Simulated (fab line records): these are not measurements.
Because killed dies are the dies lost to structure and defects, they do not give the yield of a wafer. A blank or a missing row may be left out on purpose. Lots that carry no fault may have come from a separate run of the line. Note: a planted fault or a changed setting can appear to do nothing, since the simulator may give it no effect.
fab line records	flow n5_finfet
record lots=7	wafers=21	last_day=17
route steps=1938 shown BEOL_M6@1228 PASSIVATION@1936
lots that met no fault: taken from a fault-free run of the same line
start_h: start of the lot's first displayed wafer, in hours after the record's first day	wait_h: time in hours since the lot's previous step	" the same as in the row above	L1.1+2: a row that stands for several wafers	- no value, or no start given	* or withheld: withheld	< > ~ a bound
route shown NAME@n: NAME is a module with steps in the file, n the number in the route of the first one	usual: the fault-free wafers' mean and standard deviation	same: alike in all rows	chamber/n: place in a boat	sites: the reading at each site	_std_site: how widely they spread, as a standard deviation	_edge_site: the outer-site mean with the inner-site mean subtracted	radius_mm: how far each site lies from the wafer's centre	mask NAME#n: copy n	behind: the last tool/chamber to shape the wafer	hold: why the lot went on hold/how many hours it stayed there/how the hold came to an end	device: whichever transistor did not switch (one of n, p or np)	end of line: the same wafers' tests at the end of the route	a step given without rows: its recipe and nothing more	killed: count of dies lost to structure and defects at first sort (not the wafer's yield)	map: a wafer's dies, marking killed ones x, the rest . and places with no die _
set.NAME: the run value of the setting; set.NAME@STEP: its run value at that earlier step	model.NAME: the simulator's own value behind a step, which no gauge read
lots at selected steps of the route; one table per step, one row per wafer
services: a tool's chamber out of use, with start hour (start_h, from the record's first day; less than 0 if before it), hours out, and reason
## steps
# step N5_BEOL_M6_OVL_MEAS_29
# recipe points_per_wafer=522
# usual V5_OVL=-0.2/0.87
lot.wafer	tool	chamber	start_h	wait_h	V5_OVL[nm]
L956.2	overlay-02	0	220.19	0.0	0.9
L956.3	"	0	"	"	-0.7
L956.6	"	0	"	"	0.5
L960.3	overlay-01	0	241.11	0.0	-0.1
L960.4	"	0	"	"	0.1
L960.5	"	0	"	"	-0.4
L963.1	overlay-02	0	274.34	0.0	0.1
L963.2	"	0	"	"	0.3
L963.4	"	0	"	"	0.2
L967.1	overlay-01	0	281.07	0.0	0.2
L967.2	"	0	"	"	-1.2
L967.6	"	0	"	"	-1.9
L966.3	overlay-02	0	281.25	0.0	-0.9
L966.4	"	0	"	"	0.1
L966.5	"	0	"	"	-1.0
L974.2	overlay-02	0	327.91	0.0	0.9
L974.3	"	0	"	"	0.2
L974.5	"	0	"	"	0.6
L973.1	overlay-01	0	328.80	0.0	-0.1
L973.3	"	0	"	"	1.1
L973.4	"	0	"	"	0.3
# step N5_BEOL_M6_INSPECT_30
# recipe mode=adi	inspect_instrument=brightfield
# usual raw_defect_count=379/82
lot.wafer	tool	chamber	start_h	wait_h	raw_defect_count
L956.2	defect_inspect-02	-	220.27	0.1	525
L956.3	"	-	"	"	462
L956.6	"	-	"	"	453
L960.3	defect_inspect-02	-	241.32	0.2	376
L960.4	"	-	"	"	381
L960.5	"	-	"	"	320
L963.1	defect_inspect-01	-	274.40	0.1	348
L963.2	"	-	"	"	359
L963.4	"	-	"	"	362
L967.1	defect_inspect-02	-	281.12	0.1	278
L967.2	"	-	"	"	294
L967.6	"	-	"	"	290
L966.3	defect_inspect-02	-	281.30	0.0	388
L966.4	"	-	"	"	409
L966.5	"	-	"	"	323
L974.2	defect_inspect-01	-	327.96	0.0	306
L974.3	"	-	"	"	365
L974.5	"	-	"	"	294
L973.1	defect_inspect-01	-	328.86	0.1	556
L973.3	"	-	"	"	299
L973.4	"	-	"	"	438
# step N5_BEOL_M6_DESCUM_33
# recipe chemistry=O2	time_s=7	source_power_w=50	bias_power_w=20	pressure_mtorr=20	rf_frequency_hz=2.712e+07	temp_c=40	resist=CAR-EUV	o2_flow_sccm=225
# step N5_BEOL_M6_ETCH_72
# recipe chemistry=N2/H2	target=underlayer	target_depth_a=65	mask_material=CAR-EUV	time_s=5.2	ion_energy_ev=200	pressure_mtorr=30	source_w=840	bias_w=150	n2_flow_sccm=200	h2_flow_sccm=200	ends=cleared
# usual drypump_motor_current_A=5.65/0.29	etch_rf_on_time_s=5.19/0.14	oes_product_au=0.64/0.078	rf_vpp_V=523.9/2.7	showerhead_plenum_p_Torr=2.55/0.087	throttle_valve_pct=17.96/0.27
lot.wafer	tool	chamber	start_h	wait_h	drypump_motor_current_A	etch_rf_on_time_s	oes_product_au	rf_hours_counter_h	rf_vpp_V	showerhead_plenum_p_Torr	throttle_valve_pct
L956.2	rie_diel-02	3	221.00	0.0	5.58	5.04	0.63	223	522.9	2.50	18.31
L956.3	"	0	"	"	5.65	5.50	0.58	230	522.2	2.50	17.72
L956.6	"	0	"	"	5.61	5.44	0.57	-	524.8	2.50	17.74
L960.3	rie_diel-02	1	241.39	0.0	5.88	5.18	0.60	230	525.5	2.61	18.22
L960.4	"	3	"	"	5.57	5.12	0.61	231	521.3	2.50	18.31
L960.5	"	1	"	"	5.87	5.24	0.60	-	527.2	2.61	18.21
L963.1	rie_diel-02	3	274.64	0.0	5.57	5.13	0.61	244	521.4	2.49	18.33
L963.2	"	0	"	"	5.58	5.61	0.55	249	521.1	2.49	17.77
L963.4	"	2	"	"	5.40	5.05	0.86	3	522.0	2.51	17.43
L967.1	rie_diel-02	3	281.23	0.0	5.58	5.05	0.61	247	522.6	2.49	18.36
L967.2	"	2	"	"	5.41	4.93	0.86	5	523.0	2.50	17.46
L967.6	"	0	"	"	5.64	5.48	0.56	-	523.1	2.49	17.76
L966.3	rie_diel-02	3	281.63	0.0	5.58	5.08	0.61	247	522.6	2.49	18.34
L966.4	"	2	"	"	5.39	4.98	0.85	-	521.1	2.50	17.47
L966.5	"	1	"	"	5.88	5.18	0.59	-	526.8	2.61	18.26
L974.2	rie_diel-03	1	328.03	0.0	5.29	5.18	0.57	246	524.1	2.61	18.03
L974.3	"	0	"	"	5.53	5.19	0.62	204	518.4	2.43	18.21
L974.5	"	2	"	"	6.12	5.31	0.76	-	522.4	2.50	17.56
L973.1	rie_diel-03	2	329.29	0.0	6.07	5.27	0.76	12	522.2	2.49	17.54
L973.3	"	0	"	"	5.57	5.19	0.62	204	519.3	2.43	18.18
L973.4	"	3	"	"	5.92	5.29	0.67	104	526.0	2.67	17.86
# step N5_BEOL_M6_ETCH_65
# recipe chemistry=CF4	target=SiARC	target_depth_a=156	mask_material=CAR-EUV	time_s=26	ion_energy_ev=80	pressure_mtorr=40	source_w=545	bias_w=36	Ar_flow_sccm=100	cf4_flow_sccm=100	ends=cleared
# usual drypump_motor_current_A=5.65/0.29	etch_rf_on_time_s=25.9/0.67	oes_product_au=0.64/0.079	rf_vpp_V=184.2/1.1	showerhead_plenum_p_Torr=2.15/0.07	throttle_valve_pct=15.72/0.26
lot.wafer	tool	chamber	start_h	wait_h	drypump_motor_current_A	etch_rf_on_time_s	oes_product_au	rf_hours_counter_h	rf_vpp_V	showerhead_plenum_p_Torr	throttle_valve_pct
L956.2	rie_diel-02	3	221.02	0.0	5.56	25.6	0.63	223	183.7	2.12	16.14
L956.3	"	0	"	"	5.60	27.6	0.57	230	183.3	2.13	15.70
L956.6	"	0	"	"	5.55	27.7	0.57	-	184.9	2.13	15.72
L960.3	rie_diel-02	1	241.40	0.0	5.87	26.1	0.60	230	184.6	2.20	15.93
L960.4	"	3	"	"	5.56	25.4	0.61	231	183.7	2.11	16.14
L960.5	"	1	"	"	5.87	26.0	0.61	-	184.0	2.20	15.93
L963.1	rie_diel-02	3	274.66	0.0	5.57	25.4	0.61	244	184.4	2.11	16.18
L963.2	"	0	"	"	5.57	27.0	0.57	249	182.7	2.12	15.75
L963.4	"	2	"	"	5.41	25.0	0.87	3	185.1	2.11	15.20
L967.1	rie_diel-02	3	281.25	0.0	5.53	25.5	0.61	247	183.9	2.11	16.19
L967.2	"	0	"	"	5.61	27.2	0.56	252	184.7	2.12	15.75
L967.6	"	0	"	"	5.60	27.1	0.57	-	182.9	2.12	15.75
L966.3	rie_diel-02	3	281.65	0.0	5.56	25.0	0.61	247	182.5	2.11	16.20
L966.4	"	2	"	"	5.39	25.0	0.86	-	183.5	2.11	15.22
L966.5	"	1	"	"	5.89	25.8	0.61	-	184.6	2.20	15.94
L974.2	rie_diel-03	1	328.04	0.0	5.30	25.6	0.57	246	185.0	2.19	15.74
L974.3	"	0	"	"	5.57	25.6	0.62	204	183.9	2.04	15.74
L974.5	"	2	"	"	6.11	26.3	0.77	-	183.0	2.11	15.19
L973.1	rie_diel-03	2	329.31	0.0	6.12	26.6	0.77	12	184.8	2.12	15.22
L973.3	"	0	"	"	5.54	25.8	0.63	204	182.1	2.04	15.76
L973.4	"	3	"	"	5.92	26.7	0.67	104	184.7	2.24	15.56
# step N5_BEOL_M6_ETCH_66
# recipe chemistry=N2/H2	target=SOC	target_depth_a=800	overetch_a=160	mask_material=SiARC	temp_c=40	time_s=120	ion_energy_ev=200	pressure_mtorr=30	source_w=840	bias_w=150	n2_flow_sccm=200	h2_flow_sccm=200
# usual drypump_motor_current_A=5.65/0.3	oes_product_au=0.58/0.069	rf_vpp_V=524.0/2.5	run_length_s=143.3/0.47	showerhead_plenum_p_Torr=2.55/0.087	throttle_valve_pct=17.92/0.28
lot.wafer	tool	chamber	start_h	wait_h	drypump_motor_current_A	oes_product_au	rf_hours_counter_h	rf_vpp_V	run_length_s	showerhead_plenum_p_Torr	throttle_valve_pct
L956.2	rie_diel-02	3	221.05	0.0	5.58	0.55	223	523.2	144.0	2.50	18.27
L956.3	"	0	"	"	5.62	0.53	230	523.4	143.0	2.50	17.70
L956.6	"	0	"	"	5.64	0.52	-	522.8	142.9	2.50	17.69
L960.3	rie_diel-02	1	241.43	0.0	5.84	0.55	230	525.8	143.4	2.61	18.17
L960.4	"	3	"	"	5.57	0.54	231	522.4	143.7	2.50	18.28
L960.5	"	1	"	"	5.87	0.55	-	527.0	143.6	2.61	18.15
L963.1	rie_diel-02	3	274.69	0.0	5.56	0.54	244	523.0	143.6	2.49	18.29
L963.2	"	0	"	"	5.61	0.52	249	523.1	143.3	2.49	17.72
L963.4	"	2	"	"	5.40	0.76	3	523.3	142.5	2.51	17.38
L967.1	rie_diel-02	3	281.28	0.0	5.58	0.54	247	522.4	144.1	2.49	18.30
L967.2	"	1	"	"	5.88	0.53	246	525.2	143.3	2.61	18.20
L967.6	"	1	"	"	5.86	0.53	-	525.3	143.5	2.61	18.18
L966.3	rie_diel-02	3	281.67	0.0	5.57	0.54	247	523.6	143.9	2.49	18.30
L966.4	"	2	"	"	5.43	0.74	-	523.4	143.0	2.50	17.40
L966.5	"	1	"	"	5.88	0.54	-	524.2	143.9	2.61	18.20
L974.2	rie_diel-03	1	328.07	0.0	5.31	0.50	246	526.2	143.0	2.61	17.96
L974.3	"	0	"	"	5.58	0.55	204	521.3	143.3	2.43	18.17
L974.5	"	2	"	"	6.12	0.69	-	523.8	143.3	2.50	17.49
L973.1	rie_diel-03	2	329.34	0.0	6.09	0.69	12	521.9	143.5	2.50	17.49
L973.3	"	0	"	"	5.59	0.55	204	519.5	142.9	2.43	18.17
L973.4	"	3	"	"	5.92	0.61	104	527.8	142.9	2.67	17.83
# step N5_BEOL_M6_STRIP_69
# recipe chemistry=N2/H2	temp_c=40	n2_flow_sccm=200	h2_flow_sccm=200	rf_frequency_hz=6e+07
# step N5_BEOL_M6_STRIP_73
# recipe chemistry=N2/H2	temp_c=40	n2_flow_sccm=200	h2_flow_sccm=200	rf_frequency_hz=6e+07
# step N5_BEOL_M6_VIA_ETCH_34
# recipe chemistry=C4F6/O2	target=SiCOH_lowk	target_depth_a=1263	mask_material=SOC	taper_deg=4	time_s=50.9	ion_energy_ev=250	pressure_mtorr=30	source_w=345	bias_w=185	Ar_flow_sccm=300	C4F6_flow_sccm=10	O2_flow_sccm=10
# step N5_BEOL_M6_STRIP_76
# recipe chemistry=C4F6/O2	resist=SiARC	rf_frequency_hz=6e+07
# step N5_BEOL_M6_STRIP_36
# recipe chemistry=N2/H2	power_w=450	temp_c=40	pressure_mtorr=20	rf_frequency_hz=6e+07	overash_fraction=0.3	bias_power_w=7	h2_frac=0.5	n2_flow_sccm=200	h2_flow_sccm=200
# usual drypump_motor_current_A=5.65/0.29	oes_product_au=0.75/0.095	rf_vpp_V=59.1/1.5	showerhead_plenum_p_Torr=2.55/0.087	throttle_valve_pct=23.7/0.32
lot.wafer	tool	chamber	start_h	wait_h	drypump_motor_current_A	oes_product_au	rf_hours_counter_h	rf_vpp_V	showerhead_plenum_p_Torr	throttle_valve_pct
L956.2	rie_diel-02	3	221.20	0.0	5.57	0.71	223	57.6	2.50	24.0
L956.3	"	0	"	"	5.65	0.68	230	59.3	2.50	23.3
L956.6	"	0	"	"	5.59	0.68	-	57.6	2.50	23.3
L960.3	rie_diel-02	1	241.59	0.0	5.89	0.71	230	58.9	2.61	24.1
L960.4	"	3	"	"	5.58	0.71	231	59.0	2.50	24.0
L960.5	"	1	"	"	5.89	0.70	-	62.5	2.61	24.1
L963.1	rie_diel-02	3	274.84	0.0	5.55	0.71	244	57.9	2.49	24.0
L963.2	"	0	"	"	5.60	0.66	249	56.5	2.49	23.4
L963.4	"	2	"	"	5.39	1.01	3	58.4	2.50	23.2
L967.1	rie_diel-02	3	281.43	0.0	5.57	0.71	247	56.4	2.49	24.0
L967.2	"	1	"	"	5.85	0.69	246	60.2	2.60	24.1
L967.6	"	1	"	"	5.86	0.70	-	61.6	2.60	24.1
L966.3	rie_diel-02	3	281.83	0.0	5.55	0.70	247	57.4	2.49	24.0
L966.4	"	2	"	"	5.43	1.00	-	56.9	2.50	23.2
L966.5	"	1	"	"	5.89	0.69	-	58.3	2.60	24.1
L974.2	rie_diel-03	1	328.23	0.0	5.30	0.66	246	59.8	2.60	23.8
L974.3	"	0	"	"	5.55	0.73	204	59.2	2.43	24.1
L974.5	"	2	"	"	6.16	0.90	-	59.9	2.49	23.6
L973.1	rie_diel-03	2	329.49	0.0	6.13	0.90	12	61.8	2.49	23.5
L973.3	"	0	"	"	5.56	0.73	204	56.3	2.43	24.1
L973.4	"	3	"	"	5.90	0.80	104	60.5	2.67	23.7
# step N5_BEOL_M6_TRENCH_ETCH_37
# recipe chemistry=C4F6/O2	target_depth_a=944.35	target=SiCOH_lowk	time_s=31.5	ion_energy_ev=250	pressure_mtorr=30	source_w=345	bias_w=185	Ar_flow_sccm=300	C4F6_flow_sccm=10	O2_flow_sccm=10
# step N5_BEOL_M6_ETCH_41
# recipe chemistry=CH3F/O2	target=SiCN	target_depth_a=297	taper_deg=2	time_s=52	ion_energy_ev=120	mask_material=TiN	pressure_mtorr=30	source_w=395	bias_w=75	Ar_flow_sccm=150	CH3F_flow_sccm=30	O2_flow_sccm=20
# usual drypump_motor_current_A=5.64/0.3	oes_product_au=0.75/0.094	rf_vpp_V=297.4/1.6	run_length_s=75.3/0.46	showerhead_plenum_p_Torr=2.00/0.068	throttle_valve_pct=16.38/0.27
lot.wafer	tool	chamber	start_h	wait_h	drypump_motor_current_A	oes_product_au	rf_hours_counter_h	rf_vpp_V	run_length_s	showerhead_plenum_p_Torr	throttle_valve_pct	model.etch.depth_nm
L956.2	rie_diel-02	3	221.27	-	5.56	0.72	223	297.6	75.5	1.97	16.81	19.95
L956.3	"	0	"	"	5.59	0.68	230	296.8	75.3	1.97	16.33	19
L956.6	"	0	"	"	5.57	0.67	-	295.5	74.8	1.97	16.32	18.84
L960.3	rie_diel-02	1	241.66	-	5.87	0.71	230	298.6	75.7	2.05	16.57	19.49
L960.4	"	3	"	"	5.55	0.71	231	296.3	75.4	1.97	16.81	19.65
L960.5	"	1	"	"	5.86	0.71	-	298.2	75.4	2.05	16.57	19.47
L963.1	rie_diel-02	3	274.91	-	5.56	0.71	244	297.1	79.2	1.97	16.86	20.84
L963.2	"	0	"	"	5.67	0.66	249	294.0	75.0	1.97	16.37	18.78
L963.4	"	2	"	"	5.44	1.01	3	297.6	77.9	1.96	15.89	21.35
L967.1	rie_diel-02	3	281.50	-	5.57	0.71	247	297.2	78.6	1.97	16.87	21.05
L967.2	"	1	"	"	5.87	0.70	246	297.4	75.3	2.04	16.59	19.6
L967.6	"	1	"	"	5.89	0.70	-	297.8	75.8	2.04	16.60	19.52
L966.3	rie_diel-02	3	281.90	-	5.56	0.71	247	296.5	76.1	1.96	16.84	19.99
L966.4	"	2	"	"	5.37	1.00	-	296.5	77.7	1.96	15.90	21.27
L966.5	"	1	"	"	5.87	0.70	-	298.2	75.2	2.04	16.59	19.48
L974.2	rie_diel-03	1	328.30	-	5.28	0.66	246	298.9	74.9	2.04	16.40	19.45
L974.3	"	0	"	"	5.54	0.73	204	295.4	75.3	1.90	16.45	19.93
L974.5	"	2	"	"	6.11	0.91	-	297.0	75.9	1.96	15.87	19.6
L973.1	rie_diel-03	2	329.56	-	6.18	0.89	12	296.6	75.7	1.96	15.86	19.32
L973.3	"	0	"	"	5.54	0.73	204	296.5	74.8	1.90	16.43	19.8
L973.4	"	3	"	"	5.93	0.80	104	298.9	74.9	2.09	16.21	19.32
# step N5_BEOL_M6_STRIP_80
# recipe chemistry=N2/H2	time_s=10	power_w=450	temp_c=40	pressure_mtorr=20	rf_frequency_hz=6e+07	bias_power_w=7	n2_flow_sccm=200	h2_flow_sccm=200
# usual drypump_motor_current_A=5.65/0.29	oes_product_au=0.75/0.096	rf_vpp_V=59.1/0.89	showerhead_plenum_p_Torr=2.55/0.087	throttle_valve_pct=23.7/0.32
lot.wafer	tool	chamber	start_h	wait_h	drypump_motor_current_A	oes_product_au	rf_hours_counter_h	rf_vpp_V	showerhead_plenum_p_Torr	throttle_valve_pct
L956.2	rie_diel-02	3	-	-	5.56	0.72	223	59.5	2.50	24.0
L956.3	"	0	"	"	5.59	0.68	230	58.1	2.50	23.3
L956.6	"	0	"	"	5.62	0.68	-	59.3	2.50	23.3
L960.3	rie_diel-02	1	-	-	5.86	0.70	230	60.4	2.61	24.1
L960.4	"	3	"	"	5.57	0.71	231	60.4	2.50	24.0
L960.5	"	1	"	"	5.86	0.70	-	59.6	2.61	24.1
L963.1	rie_diel-02	3	-	-	5.57	0.70	244	59.3	2.49	24.0
L963.2	"	0	"	"	5.64	0.66	249	60.6	2.49	23.3
L963.4	"	2	"	"	5.39	1.00	3	60.6	2.50	23.1
L967.1	rie_diel-02	3	-	-	5.58	0.71	247	58.8	2.49	24.0
L967.2	"	1	"	"	5.87	0.70	246	60.2	2.60	24.1
L967.6	"	1	"	"	5.87	0.70	-	59.1	2.60	24.1
L966.3	rie_diel-02	3	-	-	5.57	0.70	247	58.0	2.49	24.0
L966.4	"	2	"	"	5.38	0.99	-	58.6	2.50	23.2
L966.5	"	1	"	"	5.86	0.70	-	58.0	2.60	24.1
L974.2	rie_diel-03	1	-	-	5.29	0.66	246	60.0	2.60	23.8
L974.3	"	0	"	"	5.60	0.74	204	59.0	2.43	24.1
L974.5	"	2	"	"	6.10	0.91	-	58.2	2.49	23.5
L973.1	rie_diel-03	2	-	-	6.11	0.90	12	60.0	2.49	23.5
L973.3	"	0	"	"	5.55	0.73	204	58.5	2.43	24.1
L973.4	"	3	"	"	5.93	0.79	104	59.5	2.67	23.7
# step N5_PASSIVATION_PROBE_49
# usual defect_limited_yield=91.4/1.5	killed_at_M0_to_M3=34/12	killed_at_M4_up=12/4.9	killed_at_contacts=13/7.2	killed_at_front_end=39/12	killed_at_other=3.7/2.9	killed_dies=101/18	killed_open=67/14	killed_short=33/7.2	sort_bin_5_function=5.1/0.97	sort_bin_6_memory=3.2/0.67	sort_n_pass=1079/17	sort_yield_pct=91.4/1.5
# same gross_dies=1180	killed_at_back_side=0	sort_bin_4_leakage[%]=0	sort_bin_8_speed[%]=0
lot.wafer	tool	chamber	start_h	wait_h	defect_limited_yield[%]	killed_at_M0_to_M3	killed_at_M4_up	killed_at_contacts	killed_at_front_end	killed_at_other	killed_dies	killed_open	killed_short	sort_bin_5_function[%]	sort_bin_6_memory[%]	sort_n_pass	sort_yield_pct[%]
L966.3	prober-01	-	373.81	0.1	90.2	28	6	6	73	3	116	76	40	4.9	4.6	1064	90.2
L966.4	prober-01	-	373.86	0.2	90.6	33	23	8	44	3	111	75	36	4.9	4.2	1069	90.6
L966.5	prober-01	-	373.91	0.2	90.3	38	16	13	43	4	114	70	44	5.7	3.6	1066	90.3
# killed by level:class
L966.3 FIN_SAQP:geometric_particle:short=25 FIN_SAQP:geometric_particle:open=19 BEOL_M2:geometric_particle:open=11 STI_FIN_REVEAL:geometric_particle:open=8 MOL_CONTACT_COAG:geometric_particle:open=6 GATE_CUT:geometric_particle:open=6 GATE_CUT:geometric_particle:short=5 BEOL_M4:geometric_particle:open=5
L966.4 BEOL_M2:geometric_particle:open=16 BEOL_M4:geometric_particle:open=15 FIN_SAQP:geometric_particle:open=12 FIN_SAQP:geometric_particle:short=8 MOL_CONTACT_COAG:geometric_particle:open=7 GATE_CUT:geometric_particle:short=6 BEOL_M0_SAQP:geometric_particle:open=6 GATE_CUT:geometric_particle:open=5
L966.5 BEOL_M4:geometric_particle:open=10 FIN_SAQP:geometric_particle:short=9 MOL_CONTACT_COAG:geometric_particle:open=9 FIN_SAQP:geometric_particle:open=8 BEOL_M2:geometric_particle:open=8 DUMMY_GATE:geometric_particle:open=7 BEOL_M0_SAQP:geometric_particle:open=7 BEOL_M0_SAQP:geometric_particle:short=7
## services
tool	chamber	start_h	hours	kind
rie_diel-03	3	225.89	3.9	repair
rie_diel-02	2	241.87	-	clean
rie_diel-02	2	241.87	-	consumable_replace:focus_ring
rie_diel-02	2	241.87	24.2	scheduled_down
rie_diel-02	2	241.87	24.2	vent_cycle
rie_diel-03	2	256.56	-	clean
rie_diel-03	2	256.56	-	consumable_replace:focus_ring
rie_diel-03	2	256.56	32.4	scheduled_down
rie_diel-03	2	256.56	32.4	vent_cycle
rie_diel-02	0	290.62	-	clean
rie_diel-02	0	290.62	-	consumable_replace:focus_ring
rie_diel-02	0	290.62	26.0	scheduled_down
rie_diel-02	0	290.62	26.0	vent_cycle
rie_diel-02	1	316.83	-	clean
rie_diel-02	1	316.83	-	consumable_replace:focus_ring
rie_diel-02	1	316.83	16.5	scheduled_down
rie_diel-02	1	316.83	16.5	vent_cycle
## key
first_sign step=N5_BEOL_M6_ETCH_41	reading=run_length_s	direction=up	sigmas=6.6	usual=*	struck=*
effect none on later readings
model_effect step=N5_BEOL_M6_ETCH_41	value=etch.depth_nm	without=19.96	struck=21.13
met_at N5_BEOL_M6_ETCH_41
struck_wafers L963.1,L963.4,L966.4,L967.1
onset_between 241.66 274.91
fault kind=process_parameter_drift	tool=rie_diel-02	chamber=-	onset_h=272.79	steps=N5_BEOL_M6_ETCH_41	channel=time_s	offset=*	shape=step	end_h=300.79	scope=struck_wafers_only	acts_in=*	stated=*
